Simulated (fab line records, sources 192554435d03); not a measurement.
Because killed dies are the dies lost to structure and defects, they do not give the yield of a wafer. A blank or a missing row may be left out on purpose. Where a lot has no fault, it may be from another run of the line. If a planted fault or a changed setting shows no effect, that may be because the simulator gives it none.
One fault through the eyes of 2 desks + flow n5-finfet + each desk has only its own numbers; what lay behind them comes last

== FROM THE METROLOGY DESK ==
Means of the sampled wafers that have a number, per lot and without regard to the tool the lot ran on: this is what the gauges read. The brackets show how far a lot's mean lies from the usual mean; more than 4 standard deviations puts the lot out of limits, marked OUT. Shown here are 7 of its 11 readings, the ones lying furthest out on some lot.
Columns: A = DIBL_N at N5_BEOL_M4_RC_MEAS_101, usual 35.9 mV/V; B = DIBL_P at N5_BEOL_M4_RC_MEAS_101, usual 36.3 mV/V; C = ION_N at N5_BEOL_M4_RC_MEAS_101, usual 672 uA/um; D = SS_N at N5_BEOL_M4_RC_MEAS_101, usual 71.5 mV/dec; E = SS_P at N5_BEOL_M4_RC_MEAS_101, usual 73.3 mV/dec; F = VT_N at N5_BEOL_M4_RC_MEAS_101, usual 250.4 mV; G = VT_P at N5_BEOL_M4_RC_MEAS_101, usual -250.5 mV
| lot  | first seen here | A    | B    | C   | D    | E    | F     | G      |
|------|-----------------|------|------|-----|------|------|-------|--------|
| L910 | day 5 13:22     | 36.7 | 36.8 | 678 | 71.7 | 73.6 | 250.7 | -251.8 |
| L911 | day 5 13:46     | 34.0 | 36.5 | 668 | 71.5 | 73.6 | 247.4 | -251.1 |
| L913 | day 6 11:47     | 35.5 | 35.4 | 673 | 71.2 | 72.6 | 250.7 | -251.1 |
| L915 | day 6 23:32     | 36.5 | 36.2 | 679 | 71.6 | 73.7 | 249.5 | -249.8 |
| L928 | day 10 01:38    | 33.9 | 34.7 | 674 | 70.9 | 73.1 | 251.1 | -247.3 |
| L929 | day 10 05:19    | 34.5 | 36.6 | 676 | 71.4 | 73.2 | 251.0 | -251.8 |
| L930 | day 10 13:55    | 36.7 | 37.8 | 687 | 71.5 | 74.0 | 248.2 | -249.1 |
| L931 | day 10 19:38    | 35.4 | 36.4 | 671 | 71.2 | 72.9 | 252.6 | -252.8 |
| L932 | day 11 01:35    | 35.4 | 35.0 | 680 | 70.7 | 72.9 | 249.9 | -249.6 |
This desk found nothing out of limits on any of the 9 lots.

== FOR THE TOOL OWNER'S DESK: ald-sin-01 ==
The tool's own readings at N5_MOL_CONTACT_COAG_ALD_133 (deposits SiO2, target thk 5 nm, pulse time 1 s, co reactant pulse time 1 s): means of the sampled wafers that have a number, for each lot that ran on this tool. The brackets show how far a lot's mean lies from the usual mean; more than 4 standard deviations puts the lot out of limits, marked OUT.
Columns: A = heater-power-w at N5_MOL_CONTACT_COAG_ALD_133, usual 80 W; B = precursor-pulse-height-rel at N5_MOL_CONTACT_COAG_ALD_133, usual 0.999; C = susceptor-temp-C at N5_MOL_CONTACT_COAG_ALD_133, usual 99.99 C
| lot  | first seen here | A  | B     | C               |
|------|-----------------|----|-------|-----------------|
| L910 | day 5 13:59     | 75 | 1.001 | 99.96           |
| L911 | day 5 14:28     | 74 | 1.003 | 100.12          |
| L913 | day 6 12:53     | 57 | 1.000 | 91.14 (-63) OUT |
| L915 | day 7 00:18     | 58 | 1.015 | 91.17 (-63) OUT |
| L928 | day 10 02:36    | 73 | 0.996 | 100.14          |
| L931 | day 10 20:49    | 74 | 1.011 | 99.91           |
| L932 | day 11 02:17    | 68 | 0.991 | 99.91           |
This desk's verdict: out of limits on L913, L915, starting with L913 at day 6 12:53 (susceptor-temp-C at N5_MOL_CONTACT_COAG_ALD_133). L910, L911, L928, L931, L932: within limits.

== PUT TOGETHER ==
On L913, L915, at day 6 12:53, an alarm was possible from the tool owner's desk.
From the metrology desk's view, nothing was out of limits.
The metrology desk has L913, L915 on record, within its limits.
On ald-sin-01, each named lot ran N5_MOL_CONTACT_COAG_ALD_133.

== WHAT HAD BEEN PUT IN BY THE SIMULATOR ==
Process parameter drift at N5_MOL_CONTACT_COAG_ALD_133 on ald-sin-01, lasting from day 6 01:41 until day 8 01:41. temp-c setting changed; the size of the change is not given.
Struck lots among those shown: L913, L915.
How many hours passed from the start of the fault until each desk's first out-of-limits reading: the tool owner's desk, 11.
